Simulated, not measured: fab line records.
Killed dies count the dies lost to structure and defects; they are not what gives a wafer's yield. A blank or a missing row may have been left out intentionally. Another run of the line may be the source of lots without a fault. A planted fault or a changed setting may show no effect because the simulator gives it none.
Chamber matching	flow n5Finfet	4 sister chambers for N5_GATE_CUT_CMP_43 on cmp-03
The step polishes SiO2. 4 wafers are shown with their chamber, then 12 later ones without.

== WAFERS PAIRED WITH THEIR CHAMBERS ==
wafer	chamber	motorCurrentA (A)
L086.3	1	9.7
L086.5	2	12.5
L087.5	3	13.2
L087.6	0	14.8

== WAFERS WHOSE CHAMBER IS MISSING ==
wafer	motorCurrentA (A)
L087.1	10.4
L087.3	14.3
L087.4	12.1
L089.1	14.2
L089.3	10.1
L089.6	12.7
L093.2	12.5
L093.4	12.9
L093.6	12.8
L093.1	14.3
L093.3	10.1
L093.5	12.8

== THE CHAMBER EACH PASSED THROUGH ==
wafer	from the rows above	in truth
L087.1	1	1
L087.3	can't be placed: 0 or 3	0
L087.4	can't be placed: 2 or 3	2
L089.1	can't be placed: 0 or 3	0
L089.3	1	1
L089.6	can't be placed: 2 or 3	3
L093.2	can't be placed: 2 or 3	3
L093.4	can't be placed: 3 or 2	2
L093.6	can't be placed: 2 or 3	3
L093.1	can't be placed: 0 or 3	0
L093.3	1	1
L093.5	can't be placed: 2 or 3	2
3 of 12 placed correctly. Can't be placed from these rows: 9 (the true chamber is among the candidates in 9). Placed wrongly: 0.
How it was worked out, from the rows above alone: a wafer's distance from a chamber is the root of the sum, over the readings, of the square of ((its reading less the chamber's mean) divided by the reading's scatter). If the next closest chamber is less than 2 further off than the closest, the wafer can't be placed; otherwise it belongs to the closest. A chamber's mean is the mean of its shown wafers. The scatter: with one shown wafer a chamber, the root of the mean of the squares of how far each hidden wafer lies from its nearest shown one.
